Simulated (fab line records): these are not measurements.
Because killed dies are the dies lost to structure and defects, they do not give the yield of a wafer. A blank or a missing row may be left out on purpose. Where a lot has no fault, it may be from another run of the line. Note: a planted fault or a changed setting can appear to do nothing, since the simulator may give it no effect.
fab line records    flow n5_finfet
record lots=6  wafers=18  last_day=17
route steps=1938 shown SD_EPI_P@314 SD_ACTIVATION@330 PASSIVATION@1936
lots that met no fault: taken from a fault-free run of the same line
start_h: hours from the record's first day to the start of the lot's first wafer shown    wait_h: hours since the lot's step before    " as in the row above    L1.1+2: several wafers, shown together as one row    - either no value or no given start    * or withheld: withheld    < > ~ a bound
route shown NAME@n: a module of which the file shows steps, and the number in the route of the first    usual: the fault-free wafers' mean and standard deviation    same: alike in all rows    chamber/n: place in a boat    sites: each site's reading    _std_site: the standard deviation of these    _edge_site: inner sites' mean taken away from outer sites' mean    radius_mm: how far each site lies from the wafer's centre    mask NAME#n: copy n    behind: the most recent tool/chamber to have shaped the wafer    hold: why the lot went on hold/how many hours it stayed there/how the hold came to an end    device: the n, p or np transistor that did not switch    end of line: the route-end tests of the same wafers    for a step that has no rows: nothing shown but its recipe    killed: the dies lost at the first sort to structure and to defects; this is not the yield of the wafer    map: per-die view of a wafer (x killed, . not killed, _ where there is no die)
set.NAME: the setting as run; set.NAME@STEP: as run at that earlier step    model.NAME: the simulator's own value behind a step, which no gauge read
certain route steps with their lots: each step a table, each wafer a row
services: when a tool's chamber went out of use (start_h, in hours from the record's first day, below 0 if earlier), for how many hours, and the reason
## steps
# step N5_SD_EPI_P_SD_RECESS_17
# recipe chemistry=HBr/Cl2/O2  target_depth_a=391  bt_time_s=3  pressure_mtorr=10  icp_w=800  bias_w=112  HBr_flow_sccm=150  Cl2_flow_sccm=80  O2_flow_sccm=12
# usual HBr_flow_sccm=150.1/0.48  drypump_motor_current_A=5.7/0.48  he_backside_leak_sccm=2.7/0.33  oes_product_au=1.008/0.015  rf_fwd_power_W=795/3.2  throttle_valve_pct=37.0/0.32
lot.wafer  tool       chamber  start_h  wait_h  HBr_flow_sccm  drypump_motor_current_A  he_backside_leak_sccm  oes_product_au  rf_fwd_power_W  rf_hours_counter_h  throttle_valve_pct
L256.3     rie_si-01  2        73.53    0.0     150.2          5.6                      2.5                    1.032           790             157                 36.7
L256.4     "          3        "        "       149.4          5.5                      2.6                    0.978           796             114                 36.8
L256.6     "          1        "        "       149.0          5.2                      2.5                    0.992           793             -                   36.8
L259.1     rie_si-06  1        89.57    0.0     150.3          6.7                      3.2                    1.017           797             106                 36.6
L259.4     "          3        "        "       150.2          5.5                      2.6                    1.014           798             66                  37.0
L259.5     "          2        "        "       149.5          5.0                      2.4                    1.029           791             -                   37.4
L261.1     rie_si-04  3        106.07   0.0     149.8          5.7                      2.7                    0.991           796             118                 37.6
L261.4     "          2        "        "       150.8          5.5                      2.8                    1.008           794             136                 37.0
L261.5     "          0        "        "       149.9          6.0                      2.9                    1.015           796             -                   36.9
L262.1     rie_si-04  3        110.85   0.0     150.5          5.7                      2.7                    0.993           801             118                 37.6
L262.2     "          1        "        "       149.6          5.9                      2.4                    1.012           795             49                  37.1
L262.6     "          2        "        "       150.1          5.4                      2.5                    1.009           793             -                   37.0
L272.2     rie_si-06  2        168.71   0.0     151.6          5.0                      2.8                    1.026           791             21                  37.4
L272.5     "          2        "        "       151.3          5.0                      2.7                    1.028           790             -                   37.4
L272.6     "          1        "        "       149.7          6.7                      3.0                    1.009           798             -                   36.6
L276.1     rie_si-01  1        193.36   0.0     149.8          5.1                      2.5                    1.001           793             87                  36.8
L276.2     "          3        "        "       150.2          5.5                      2.8                    0.980           798             116                 36.8
L276.5     "          2        "        "       151.1          5.6                      2.5                    1.028           789             -                   36.7
# step N5_SD_EPI_P_WET_ETCH_45
# recipe chemistry=dHF  dilution=withheld  time_s=10.7  target=SiO2  target_depth_a=20  temp_c=25  dry=ipa_marangoni  rinse_time_s=30  rinse_temp_c=23
# step N5_SD_EPI_P_STRIP_40
# recipe chemistry=N2/H2  power_w=1000  temp_c=250  h2_frac=0.65  overash_fraction=0.3  pressure_mtorr=withheld  n2_flow_sccm=1750  h2_flow_sccm=3250
# usual drypump_motor_current_A=5.45/0.13  heater_power_w=346/45  oes_product_au=0.762/0.011
lot.wafer  tool             chamber  start_h  wait_h  drypump_motor_current_A  heater_power_w  oes_product_au  rf_hours_counter_h
L256.3     plasma_asher-01  0        73.70    0.0     5.32                     317             0.761           -
L256.4     "                1        "        "       5.61                     322             0.773           -
L256.6     "                1        "        "       5.64                     320             0.759           -
L259.1     plasma_asher-01  1        89.71    0.0     5.62                     319             0.774           90
L259.4     "                0        "        "       5.36                     322             0.758           -
L259.5     "                1        "        "       5.62                     319             0.767           -
L261.1     plasma_asher-02  0        106.21   0.0     5.49                     425             0.758           44
L261.4     "                1        "        "       5.29                     331             0.749           -
L261.5     "                0        "        "       5.50                     430             0.754           -
L262.1     plasma_asher-02  1        110.99   0.0     5.29                     337             0.756           45
L262.2     "                0        "        "       5.52                     424             0.776           45
L262.6     "                0        "        "       5.48                     444             0.757           -
L272.2     plasma_asher-02  1        168.86   0.0     5.32                     333             0.773           55
L272.5     "                0        "        "       5.50                     439             0.738           -
L272.6     "                1        "        "       5.33                     338             0.783           -
L276.1     plasma_asher-02  0        194.06   0.6     5.51                     430             0.776           63
L276.2     "                1        "        "       5.31                     329             0.758           63
L276.5     "                1        "        "       5.34                     318             0.773           -
# step N5_SD_EPI_P_PRECLEAN_52
# recipe chemistry=O3/DIW  time_s=60  temp_c=22  o3_ppm=10
# step N5_SD_EPI_P_SRD_20
# recipe dry=ipa_marangoni  do_ppb=5  time_s=30  temp_c=23  rinse_liquid=diw
# step N5_SD_EPI_P_PRECLEAN_51
# recipe chemistry=NF3:NH3  afs_cycles=1  temp_c=30  time_s=20  sublimation_temp_c=180  sublimation_time_s=60  pressure_torr=3  rf_power_w=30
# step N5_SD_EPI_P_VAPOR_ETCH_44
# recipe chemistry=NF3/Ar  target=SiGe30  temp_c=25  time_s=3.3  mode=isotropic
# step N5_SD_EPI_P_EPI_21
# recipe material=SiGe:B  dopant=B  temp_c=550  pressure_torr=20  ambient=H2  time_s=355
# step N5_SD_EPI_P_EPI_MEAS_23
# recipe mode=xrd
# usual thk_nm=60.8/1.4
lot.wafer  tool           chamber  start_h  wait_h  thk_nm
L256.3     film_metro-02  -        76.41    1.1     60.9
L256.4     "              -        "        "       62.3
L256.6     "              -        "        "       60.2
L259.1     film_metro-01  -        92.42    1.8     60.6
L259.4     "              -        "        "       61.5
L259.5     "              -        "        "       59.3
L261.1     film_metro-02  -        108.93   1.8     61.7
L261.4     "              -        "        "       61.2
L261.5     "              -        "        "       63.8
L262.1     film_metro-02  -        113.70   1.8     58.3
L262.2     "              -        "        "       58.6
L262.6     "              -        "        "       59.4
L272.2     film_metro-01  -        172.41   2.0     61.5
L272.5     "              -        "        "       61.3
L272.6     "              -        "        "       61.1
L276.1     film_metro-01  -        196.77   1.8     58.4
L276.2     "              -        "        "       61.0
L276.5     "              -        "        "       60.5
# step N5_SD_EPI_P_HM_STRIP_48
# recipe chemistry=H3PO4  temp_c=160  material=SiNx  target=SiNx  target_depth_a=30  overetch_fraction=0.3
# step N5_SD_EPI_P_SRD_49
# recipe dry=ipa_marangoni  time_s=30  temp_c=23  rinse_liquid=diw
# step N5_SD_EPI_P_PRECLEAN_24
# recipe chemistry=O3/DIW  time_s=45  temp_c=22  o3_ppm=10
# step N5_SD_EPI_P_PRECLEAN_32
# recipe chemistry=dHF  time_s=10  dilution=500:1  temp_c=25
lot.wafer   tool          chamber  start_h  wait_h
L256.3+4+6  wet_bench-01  3,2,4    76.53    0.0
L259.1+4+5  wet_bench-01  7,0,6    92.54    0.0
L261.1+4+5  wet_bench-01  2,1,6    109.04   0.0
L262.1+2+6  wet_bench-05  1,0,7    113.82   0.0
L272.2+5+6  wet_bench-04  1,3,4    172.53   0.0
L276.1+2+5  wet_bench-04  6,7,2    196.89   0.0
# step N5_SD_EPI_P_PRECLEAN_33
# recipe chemistry=SC2  time_s=45  temp_c=35  mix=1:1:50
# step N5_SD_EPI_P_SRD_25
# recipe time_s=30  temp_c=23  rinse_liquid=diw  dry=ipa_marangoni
# step N5_SD_EPI_P_INSPECT_26
# recipe inspect_instrument=darkfield  mode=post_epi
# usual raw_defect_count=189/36
lot.wafer  tool               chamber  start_h  wait_h  raw_defect_count
L256.3     defect_inspect-01  -        76.58    0.0     204
L256.4     "                  -        "        "       145
L256.6     "                  -        "        "       189
L259.1     defect_inspect-02  -        92.60    0.0     523
L259.4     "                  -        "        "       499
L259.5     "                  -        "        "       573
L261.1     defect_inspect-02  -        109.10   0.0     446
L261.4     "                  -        "        "       547
L261.5     "                  -        "        "       485
L262.1     defect_inspect-02  -        113.88   0.0     252
L262.2     "                  -        "        "       150
L262.6     "                  -        "        "       220
L272.2     defect_inspect-01  -        172.58   0.0     249
L272.5     "                  -        "        "       217
L272.6     "                  -        "        "       216
L276.1     defect_inspect-02  -        196.94   0.0     150
L276.2     "                  -        "        "       197
L276.5     "                  -        "        "       118
# step N5_SD_ACTIVATION_RTA_00
# recipe temp_c=975  time_s=0  ambient=N2  idle_temp_c=600  ramp_up_c_per_s=150  ramp_down_c_per_s=60  cool_to_c=600
# usual lamp_power_pct=8.95/0.055  lamp_zone_2_pct=8.950/0.027  lamp_zone_3_pct=8.953/0.03  lamp_zone_5_pct=8.95/0.031  wafer_temp_C_max=975.2/1.8
lot.wafer  tool           chamber  start_h  wait_h  lamp_power_pct  lamp_zone_2_pct  lamp_zone_3_pct  lamp_zone_5_pct  wafer_temp_C_max
L256.3     rtp_anneal-02  0        76.75    0.2     8.91            8.949            8.895            8.98             972.9
L256.4     "              0        "        "       8.96            8.949            8.977            8.95             975.7
L256.6     "              0        "        "       8.88            8.944            8.949            8.99             974.1
L259.1     rtp_anneal-02  0        92.63    0.0     8.94            8.940            8.949            8.94             975.7
L259.4     "              0        "        "       8.96            8.972            8.937            8.96             976.2
L259.5     "              0        "        "       8.85            8.956            9.019            8.96             979.2
L261.1     rtp_anneal-02  0        109.13   0.0     8.84            8.931            8.983            8.93             972.0
L261.4     "              0        "        "       9.02            8.915            8.899            9.00             977.1
L261.5     "              0        "        "       8.88            8.954            8.903            8.89             974.5
L262.1     rtp_anneal-02  0        114.13   0.3     8.96            8.937            8.949            8.96             972.3
L262.2     "              0        "        "       8.93            8.930            8.954            9.03             975.3
L262.6     "              0        "        "       8.98            8.975            8.945            8.96             975.8
L272.2     rtp_anneal-02  0        172.64   0.1     8.90            8.926            8.954            8.93             976.2
L272.5     "              0        "        "       8.89            8.931            8.971            8.93             975.8
L272.6     "              0        "        "       9.00            8.964            8.907            9.01             972.4
L276.1     rtp_anneal-02  0        196.97   0.0     8.99            8.990            8.981            9.04             973.5
L276.2     "              0        "        "       9.00            8.929            8.975            8.91             976.9
L276.5     "              0        "        "       8.92            8.930            8.944            8.94             970.2
# step N5_PASSIVATION_PROBE_49
# usual killed_at_M0_to_M3=33/9.1  killed_at_M4_up=14/5.6  killed_at_contacts=13/5.7  killed_at_front_end=42/12  killed_at_other=4/3  killed_dies=105/16  killed_on_rim=13/4  killed_open=69/11  killed_short=34/7.5
# same gross_dies=1180  killed_at_back_side=0
lot.wafer  tool       chamber  start_h  wait_h  killed_at_M0_to_M3  killed_at_M4_up  killed_at_contacts  killed_at_front_end  killed_at_other  killed_dies  killed_on_rim  killed_open  killed_short
L256.3     prober-01  -        274.16   0.1     35                  17               10                  42                   4                108          14             70           34
L256.4     prober-01  -        274.21   0.2     43                  19               6                   32                   1                101          18             71           30
L256.6     prober-01  -        274.31   0.3     58                  22               6                   34                   2                122          14             80           39
L259.1     prober-01  -        300.72   0.4     39                  9                13                  129                  5                195          29             63           37
L259.4     prober-01  -        300.87   0.6     23                  13               15                  157                  6                214          19             72           34
L259.5     prober-01  -        300.92   0.6     24                  8                13                  124                  1                170          25             60           38
L261.1     prober-02  -        309.73   0.0     39                  6                16                  140                  1                202          24             62           33
L261.4     prober-02  -        309.88   0.2     26                  9                6                   134                  1                176          24             48           25
L261.5     prober-02  -        309.93   0.2     46                  8                7                   114                  3                178          20             65           40
L262.1     prober-02  -        310.88   0.0     27                  16               6                   26                   2                77           13             54           23
L262.2     prober-02  -        310.93   0.1     30                  12               8                   36                   1                87           12             59           27
L262.6     prober-02  -        311.13   0.3     40                  10               16                  25                   3                94           9              56           37
L272.2     prober-02  -        378.90   0.1     39                  10               7                   46                   0                102          17             65           35
L272.5     prober-02  -        379.05   0.2     30                  14               8                   44                   0                96           13             63           30
L272.6     prober-02  -        379.10   0.3     46                  4                5                   56                   1                112          13             72           39
# killed by level:class
L256.3 BEOL_M1:geometric_particle:open=9 BEOL_M4:geometric_particle:open=8 FIN_SAQP:geometric_particle:open=7 BEOL_M2:geometric_particle:open=7 GATE_CUT:geometric_particle:short=7 FIN_SAQP:geometric_particle:short=6 STI_FIN_REVEAL:geometric_particle:open=6 BEOL_M0_SAQP:geometric_particle:short=5
L256.4 FIN_SAQP:geometric_particle:open=9 BEOL_M0_SAQP:geometric_particle:short=9 BEOL_M0_SAQP:geometric_particle:open=7 BEOL_M1:geometric_particle:open=7 BEOL_M2:geometric_particle:open=7 BEOL_M3:geometric_particle:open=6 BEOL_M4:geometric_particle:open=6 MOL_CONTACT_COAG:geometric_particle:open=5
L256.6 BEOL_M0_SAQP:geometric_particle:open=19 BEOL_M0_SAQP:geometric_particle:short=13 BEOL_M4:geometric_particle:open=11 BEOL_M2:geometric_particle:open=9 BEOL_M1:geometric_particle:open=8 STI_FIN_REVEAL:geometric_particle:open=7 GATE_CUT:geometric_particle:short=5 FIN_SAQP:geometric_particle:open=4
L259.1 SD_EPI_P:unspecified=92 MOL_CONTACT_COAG:geometric_particle:open=12 BEOL_M3:geometric_particle:open=11 BEOL_M0_SAQP:geometric_particle:open=10 BEOL_M0_SAQP:geometric_particle:short=9 FIN_SAQP:geometric_particle:short=8 BEOL_M5:geometric_particle:open=6 FIN_SAQP:geometric_particle:open=5
L259.4 SD_EPI_P:unspecified=105 FIN_SAQP:geometric_particle:open=16 MOL_CONTACT_COAG:geometric_particle:open=14 STI_FIN_REVEAL:geometric_particle:open=12 FIN_SAQP:geometric_particle:short=8 BEOL_M0_SAQP:geometric_particle:short=5 PAD_METAL:geometric_particle:short=4 STARTING-WAFER:geometric_particle:short=4
L259.5 SD_EPI_P:unspecified=69 FIN_SAQP:geometric_particle:open=16 FIN_SAQP:geometric_particle:short=13 BEOL_M0_SAQP:geometric_particle:short=12 MOL_CONTACT_COAG:geometric_particle:open=12 DUMMY_GATE:geometric_particle:open=7 BEOL_M0_SAQP:geometric_particle:open=4 BEOL_M3:geometric_particle:open=4
L261.1 SD_EPI_P:unspecified=106 MOL_CONTACT_COAG:geometric_particle:open=14 BEOL_M1:geometric_particle:open=11 FIN_SAQP:geometric_particle:short=6 BEOL_M3:geometric_particle:open=6 GATE_CUT:geometric_particle:open=5 BEOL_M0_SAQP:geometric_particle:short=5 STI_FIN_REVEAL:geometric_particle:open=4
L261.4 SD_EPI_P:unspecified=103 BEOL_M1:geometric_particle:open=7 ILD0:geometric_particle:short=6 BEOL_M2:geometric_particle:open=5 BEOL_M3:geometric_particle:open=5 FIN_SAQP:geometric_particle:short=4 MOL_CONTACT_COAG:geometric_particle:open=4 BEOL_M6:geometric_particle:open=4
L261.5 SD_EPI_P:unspecified=71 BEOL_M0_SAQP:geometric_particle:open=14 BEOL_M0_SAQP:geometric_particle:short=10 BEOL_M3:geometric_particle:open=9 FIN_SAQP:geometric_particle:open=8 FIN_SAQP:geometric_particle:short=8 BEOL_M1:geometric_particle:open=8 STI_FIN_REVEAL:geometric_particle:open=6
L262.1 FIN_SAQP:geometric_particle:open=11 BEOL_M2:geometric_particle:open=11 BEOL_M3:geometric_particle:open=6 BEOL_M4:geometric_particle:open=6 FIN_SAQP:geometric_particle:short=4 MOL_CONTACT_COAG:geometric_particle:open=4 BEOL_M5:geometric_particle:short=4 GATE_CUT:geometric_particle:short=3
L262.2 BEOL_M3:geometric_particle:open=9 BEOL_M2:geometric_particle:open=8 FIN_SAQP:geometric_particle:open=6 MOL_CONTACT_COAG:geometric_particle:open=6 GATE_CUT:geometric_particle:open=6 BEOL_M4:geometric_particle:open=6 BEOL_M0:geometric_particle:open=5 FIN_SAQP:geometric_particle:short=4
L262.6 MOL_CONTACT_COAG:geometric_particle:open=11 FIN_SAQP:geometric_particle:open=9 FIN_SAQP:geometric_particle:short=9 BEOL_M2:geometric_particle:open=9 BEOL_M3:geometric_particle:open=7 BEOL_M2:geometric_particle:short=5 MOL_CONTACT_COAG:geometric_particle:short=4 BEOL_M0:geometric_particle:open=4
L272.2 BEOL_M2:geometric_particle:open=13 FIN_SAQP:geometric_particle:short=11 FIN_SAQP:geometric_particle:open=10 BEOL_M3:geometric_particle:open=7 MOL_CONTACT_COAG:geometric_particle:open=6 BEOL_M0_SAQP:geometric_particle:open=5 GATE_CUT:geometric_particle:short=4 BEOL_M2:geometric_particle:short=4
L272.5 FIN_SAQP:geometric_particle:open=15 BEOL_M2:geometric_particle:open=9 MOL_CONTACT_COAG:geometric_particle:open=7 FIN_SAQP:geometric_particle:short=6 BEOL_M3:geometric_particle:open=6 BEOL_M1:geometric_particle:open=4 DUMMY_GATE:geometric_particle:open=4 BEOL_M0_SAQP:geometric_particle:open=4
L272.6 BEOL_M2:geometric_particle:open=32 FIN_SAQP:geometric_particle:short=16 FIN_SAQP:geometric_particle:open=11 GATE_CUT:geometric_particle:short=7 DUMMY_GATE:geometric_particle:open=6 MOL_CONTACT_COAG:geometric_particle:open=5 BEOL_M3:geometric_particle:open=5 DUMMY_GATE:geometric_particle:short=3
# map L259.4 (x killed, . not)
_________________....x.x.....________________
______________........x........._____________
___________.......................x__________
__________...x.......x.x............_________
________.x...................x......xx_______
_______....x.........................x.______
______...x.....x.x..x...x..x........x..._____
_____.x........x.x....xx..x...........x..____
____x.........x....x....x.................___
___......x.......x..x.xx........x...x......__
___................xxx.x...............x...__
__..x.....x........xxxxxx.x...........x....._
__......x........xxxxxxxx.x.x.x..x.....x...._
_................xxxxxxxxxx............x.....
_..............x.xxxxxxxxx.x....x............
_..x.......x..xx.xxxxxxxxxxx.x......x....x...
_....x..........x.xxxxxxxxxxxx...............
_x.....x........xxxxxxxxxxxxx..x.............
_.......x.x....xxx.xxxx.xxxxxx...............
_..................xxxxxx.xx.....x.........x.
_......x...xx.xx.x.xx.xx.xx..x........xx.....
__.x....x..x.......x.x...x...x.........x...._
__............x...........................xx_
___....x......................x..x........x__
___.........x.............x................__
____.....x.x........x..x..................___
_____..............................x.....____
______........x.............x..........._____
_______.....x..........................______
________....x.x...........xx.......x.._______
__________........x................._________
___________..x.....................__________
______________x...............xx_____________
_________________..........x.________________
# map L261.1 (x killed, . not)
_________________.......x....________________
______________xx................_____________
___________............x......x....__________
__________.......x...x....x........._________
________...x.........................x_______
_______x.......x.........x...........x.______
______................x................._____
_____x............x..............x.x.....____
____..x...........................x.x.....___
___..........................x.....x..x....__
___..xx.....................x.x.xx.xxxx.x..__
__x.............x.............xxxxxxxxxxxxx._
__..................x.......x.x..xxxxxxxxxxx_
_..x..x..................x....x..xxxxxxxxxxx.
_.....................x..x.x.xxxxxxxxxxxxx.xx
_............x...........x.......xxxxxxxxxx..
_.......x.......................xxxxxxxxxxx.x
_.....x.......................xxxxxxxxxxxxx.x
_x.x...x....x...........x.......x.xxxxxxxx...
_............x.x.......x.........xx.x.x..xx..
_.x......x......................x....x.......
__......x.x......x....x......x.............._
__.....x...................................._
___...xx...x.........x.....................__
___...........x...x...........x..........x.__
____.......x.............x...............x___
_____x.............................xx.x..____
______..x................xx.......x....._____
_______................x....x..x.......______
________.........................x.x.._______
__________.x.x......................_________
___________.................x..x...__________
______________.x.....x.........._____________
_________________.........x..________________
## services
tool             chamber  start_h  hours  kind
rie_si-04        2        53.29    3.8    repair
rie_si-06        0        74.31    2.6    repair
rie_si-01        2        76.92    11.9   repair
rie_si-04        1        93.20    8.0    repair
plasma_asher-02  -        124.50   8.6    repair
wet_bench-05     -        168.33   5.9    repair
wet_bench-01     -        178.81   6.6    repair
rie_si-04        -        179.37   2.8    pm
rie_si-04        2        193.93   5.0    repair
## key
first_sign step=N5_SD_EPI_P_INSPECT_26  reading=raw_defect_count  direction=up  sigmas=9.1  usual=189  struck=512
effect step=N5_PASSIVATION_PROBE_49  reading=killed_at_front_end  direction=up  sigmas=7.5  usual=42  struck=133
more_kills_born_at N5_SD_EPI_P_PRECLEAN_32@wet_bench-01=546
met_at N5_SD_EPI_P_PRECLEAN_32
struck_wafers L259.1,L259.4,L259.5,L261.1,L261.4,L261.5
tester_left_out L259,L261
onset_between 76.53 92.54
fault kind=chamber_particle_source  tool=wet_bench-01  chamber=-  onset_h=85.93  steps=N5_SD_EPI_P_PRECLEAN_32  rate_per_visit_cm2=0.499  end_h=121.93
# tester_left_out: of these lots the tester's yield and bins aren't shown, on N5 and GAA mostly nor the transistor test; their killed dies are dies lost to structure and defects alone, not to doping, threshold or leakage, so they don't give the yield
